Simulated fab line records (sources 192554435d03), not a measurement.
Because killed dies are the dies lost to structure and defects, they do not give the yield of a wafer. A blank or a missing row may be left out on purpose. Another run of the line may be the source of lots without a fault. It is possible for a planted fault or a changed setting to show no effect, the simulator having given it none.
What tool caused it? | flow n5-finfet | 9 lots, 27 wafers sampled, at 6 steps of a route of 1938

## WHAT THE GAUGES SHOWED, per wafer
N5_STI_FIN_REVEAL_INSPECT_13: inspects for defects (darkfield).
lot  | measured    | on                | raw-defect-count
L218 | day 2 20:09 | defect-inspect-01 | 7 15 6
L219 | day 3 01:59 | defect-inspect-01 | 14 11 8
L220 | day 3 15:37 | defect-inspect-01 | 9 10 10
L224 | day 4 08:26 | defect-inspect-01 | 6 1073 6
L225 | day 4 14:20 | defect-inspect-02 | 1027 13 6
L231 | day 6 01:46 | defect-inspect-02 | 19 14 10
L237 | day 7 16:20 | defect-inspect-02 | 10 10 22
L238 | day 7 19:28 | defect-inspect-01 | 7 8 12
L239 | day 8 01:38 | defect-inspect-01 | 14 8 7

N5_DUMMY_GATE_THK_MEAS_05.
lot  | measured    | on            | thk-nm (nm)
L218 | day 3 00:20 | film-metro-01 | 71.7 72.0 72.6
L219 | day 3 07:34 | film-metro-02 | 72.5 72.7 74.9
L220 | day 3 20:36 | film-metro-02 | 72.5 70.9 69.7
L224 | day 4 13:07 | film-metro-02 | 72.2 71.1 72.3
L225 | day 4 18:32 | film-metro-02 | 72.1 72.6 73.2
L231 | day 6 05:57 | film-metro-02 | 70.8 70.9 72.4
L237 | day 7 22:42 | film-metro-01 | 71.5 72.0 72.4
L238 | day 8 00:34 | film-metro-01 | 72.2 73.8 74.9
L239 | day 8 08:34 | film-metro-01 | 72.9 72.8 72.1

N5_BEOL_M4_RC_MEAS_101.
lot  | measured     | on        | DIBL_N (mV/V)  | DIBL_P (mV/V)  | IOFF_N (nA/um)    | IOFF_P (nA/um) | ION_N (uA/um) | ION_P (uA/um) | SS_N (mV/dec)  | SS_P (mV/dec)  | VT_N (mV)         | VT_P (mV)
L218 | day 8 04:54  | prober-01 | 34.3 38.8 36.5 | 33.6 39.7 35.2 | 0.129 0.233 0.155 | 0.19 0.29 0.22 | 660 687 672   | 462 468 457   | 71.6 72.8 72.1 | 72.8 74.8 73.3 | 250.5 243.2 251.0 | -248 -244 -247
L219 | day 9 00:26  | prober-01 | 34.8 36.4 32.5 | 34.6 37.3 32.9 | 0.127 0.172 0.114 | 0.20 0.26 0.19 | 660 683 669   | 460 474 470   | 71.4 71.5 70.7 | 71.7 73.3 72.3 | 253.8 250.2 250.5 | -248 -246 -247
L220 | day 9 04:48  | prober-02 | 36.3 38.0 36.7 | 36.2 39.1 35.7 | 0.161 0.208 0.169 | 0.22 0.28 0.21 | 674 682 674   | 462 465 454   | 71.1 72.0 71.8 | 74.1 73.7 73.2 | 249.6 246.3 250.4 | -247 -248 -247
L224 | day 9 16:41  | prober-01 | 36.4 36.4 35.4 | 34.8 35.9 34.2 | 0.153 0.160 0.147 | 0.20 0.23 0.20 | 671 677 670   | 464 474 465   | 71.4 71.3 70.6 | 73.4 73.2 72.6 | 250.6 248.7 249.6 | -250 -247 -246
L225 | day 10 06:41 | prober-02 | 36.4 34.8 36.5 | 37.4 35.2 36.9 | 0.167 0.132 0.172 | 0.19 0.16 0.20 | 688 673 679   | 457 456 463   | 70.5 71.3 70.6 | 74.0 73.0 73.3 | 249.1 249.8 248.2 | -254 -256 -251
L231 | day 11 14:25 | prober-01 | 35.7 35.4 36.0 | 36.0 35.7 36.0 | 0.171 0.163 0.169 | 0.24 0.23 0.24 | 692 673 684   | 476 466 470   | 71.6 71.1 72.0 | 72.6 72.9 72.7 | 245.1 247.9 247.9 | -247 -244 -246
L237 | day 13 21:21 | prober-02 | 36.1 37.1 37.0 | 34.4 36.0 36.6 | 0.142 0.142 0.158 | 0.15 0.17 0.18 | 664 643 674   | 450 441 450   | 70.9 71.9 71.8 | 72.8 73.1 73.2 | 249.5 253.3 248.2 | -258 -254 -255
L238 | day 13 03:45 | prober-02 | 40.2 35.4 37.4 | 39.1 34.9 37.0 | 0.228 0.132 0.165 | 0.27 0.19 0.22 | 677 672 682   | 468 462 465   | 72.5 70.7 71.2 | 74.4 72.5 73.3 | 246.0 252.0 247.7 | -248 -254 -249
L239 | day 13 21:41 | prober-01 | 36.2 35.4 34.2 | 37.0 37.1 34.5 | 0.186 0.171 0.136 | 0.23 0.22 0.18 | 670 690 660   | 458 465 451   | 72.1 71.6 71.1 | 73.9 74.4 72.8 | 245.1 248.0 251.7 | -248 -250 -253

## WHAT TOOL EACH LOT RAN ON (gives the tool, then ch and the chambers of the sampled wafers, and finally the start)
lot  | N5_STI_FIN_REVEAL_ETCHBACK_08     | N5_STI_FIN_REVEAL_STRIP_24        | N5_STI_FIN_REVEAL_PRECLEAN_18
L218 | rie-diel-06 ch 0,2,3, day 2 17:07 | rie-diel-06 ch 0,2,3, day 2 17:08 | wet-bench-06 ch 0,4,5, day 2 20:05
L219 | rie-diel-06 ch 0,2,3, day 2 22:56 | rie-diel-06 ch 0,2,3, day 2 22:59 | wet-bench-01 ch 0,5,6, day 3 01:56
L220 | rie-diel-05 ch 0,1,2, day 3 12:35 | rie-diel-05 ch 0,1,2, day 3 12:37 | wet-bench-01 ch 0,4,6, day 3 15:34
L224 | rie-diel-06 ch 1,2, day 4 05:23   | rie-diel-06 ch 1,2, day 4 05:26   | wet-bench-01 ch 4,5,6, day 4 08:22
L225 | rie-diel-01 ch 0,2,3, day 4 11:17 | rie-diel-01 ch 0,2,3, day 4 11:20 | wet-bench-01 ch 4,6,7, day 4 14:17
L231 | rie-diel-01 ch 0,1,2, day 5 22:43 | rie-diel-01 ch 0,1,2, day 5 22:45 | wet-bench-04 ch 2,5,7, day 6 01:43
L237 | rie-diel-06 ch 0,2,3, day 7 13:15 | rie-diel-06 ch 0,2,3, day 7 13:17 | wet-bench-04 ch 2,6,7, day 7 16:17
L238 | rie-diel-01 ch 1,2, day 7 16:26   | rie-diel-01 ch 1,2, day 7 16:28   | wet-bench-01 ch 0,1,2, day 7 19:25
L239 | rie-diel-06 ch 0,2, day 7 22:35   | rie-diel-06 ch 0,2, day 7 22:37   | wet-bench-01 ch 0,4,7, day 8 01:34
- N5_STI_FIN_REVEAL_ETCHBACK_08: etches SiO2 in C4F6/O2, target depth 30.5 nm, time 10.167 s.
- N5_STI_FIN_REVEAL_STRIP_24: strips in N2/H2, time 90 s.
- N5_STI_FIN_REVEAL_PRECLEAN_18: cleans in SC2, time 45 s.

## WHAT THE TOOLS THEMSELVES READ (means of the sampled wafers that have a number; where no wafer has one, the mark that the record gives instead)
N5_STI_FIN_REVEAL_ETCHBACK_08.
lot  | tool        | drypump-motor-current-A (A) | oes_ar_750_au (a.u.) | oes-product-au (a.u.) | rf-vpp-V (V) | showerhead-plenum-p-Torr (Torr) | throttle-valve-pct (%)
L218 | rie-diel-06 | 5.8                         | 0.79                 | 0.79                  | 670          | 2.89                            | 21.08
L219 | rie-diel-06 | 5.8                         | 0.79                 | 0.79                  | 669          | 2.89                            | 21.10
L220 | rie-diel-05 | 5.8                         | 0.74                 | 0.72                  | 662          | 2.70                            | 21.40
L224 | rie-diel-06 | 5.6                         | 0.74                 | 0.73                  | 669          | 2.75                            | 21.22
L225 | rie-diel-01 | 5.7                         | 0.76                 | 0.76                  | 666          | 2.89                            | 21.04
L231 | rie-diel-01 | 6.0                         | 0.75                 | 0.75                  | 659          | 2.88                            | 21.10
L237 | rie-diel-06 | 5.8                         | 0.75                 | 0.76                  | 668          | 2.88                            | 21.15
L238 | rie-diel-01 | 6.3                         | 0.71                 | 0.70                  | 659          | 2.89                            | 21.17
L239 | rie-diel-06 | 5.9                         | 0.75                 | 0.74                  | 662          | 2.87                            | 21.13

N5_STI_FIN_REVEAL_STRIP_24.
lot  | tool        | drypump-motor-current-A (A) | oes-product-au (a.u.) | rf-vpp-V (V) | showerhead-plenum-p-Torr (Torr) | throttle-valve-pct (%)
L218 | rie-diel-06 | 5.8                         | 0.80                  | 44.8         | 3.43                            | 12.12
L219 | rie-diel-06 | 5.8                         | 0.79                  | 45.0         | 3.43                            | 12.13
L220 | rie-diel-05 | 5.8                         | 0.73                  | 44.2         | 3.20                            | 12.45
L224 | rie-diel-06 | 5.6                         | 0.73                  | 45.2         | 3.28                            | 12.38
L225 | rie-diel-01 | 5.7                         | 0.76                  | 45.4         | 3.43                            | 12.09
L231 | rie-diel-01 | 6.0                         | 0.75                  | 45.6         | 3.42                            | 12.20
L237 | rie-diel-06 | 5.8                         | 0.76                  | 45.3         | 3.41                            | 12.21
L238 | rie-diel-01 | 6.3                         | 0.70                  | 45.9         | 3.44                            | 12.34
L239 | rie-diel-06 | 5.9                         | 0.75                  | 45.3         | 3.41                            | 12.27

N5_STI_FIN_REVEAL_PRECLEAN_18.
lot  | tool         | bath-heat-duty-pct (%)
L218 | wet-bench-06 | 2.9
L219 | wet-bench-01 | 3.5
L220 | wet-bench-01 | 3.5
L224 | wet-bench-01 | 3.3
L225 | wet-bench-01 | 3.4
L231 | wet-bench-04 | 3.9
L237 | wet-bench-04 | 3.5
L238 | wet-bench-01 | 3.9
L239 | wet-bench-01 | 3.4

## THE ANSWER, worked out from the rows above alone
Rule: the usual values come from the lots themselves. Put in order of their means at a reading, lots are off if they are a third of the lots or fewer, leave a main group of 4 or more, and stand apart from it by a gap of 3 or more times the standard deviation of the main group's means; of several such gaps the widest counts. A main group whose means are all the same, to the digits that the tables above print for the reading, isn't used. Also off: a lot with no number at a reading for which 4 or more lots have one. The other lots that the step has rows for count as sound. The gauges are gone through in route order, then the tools' own readings, and for those a lot's mean is taken as printed above. At the first step where some lot is off, the reading lying furthest off is the one used; lots without a number count as furthest.
Off: L224, L225 (N5_STI_FIN_REVEAL_INSPECT_13, raw-defect-count). Main group: mean 11, sd 2.1.
A tool fits if, at a process step before that reading, it ran every lot that is off, and no sound lot after the first of them. Those tools and the gauges at N5_STI_FIN_REVEAL_INSPECT_13 are tried in the same way. Of those tried, none fits.

## WHAT HAD BEEN PUT IN BY THE SIMULATOR
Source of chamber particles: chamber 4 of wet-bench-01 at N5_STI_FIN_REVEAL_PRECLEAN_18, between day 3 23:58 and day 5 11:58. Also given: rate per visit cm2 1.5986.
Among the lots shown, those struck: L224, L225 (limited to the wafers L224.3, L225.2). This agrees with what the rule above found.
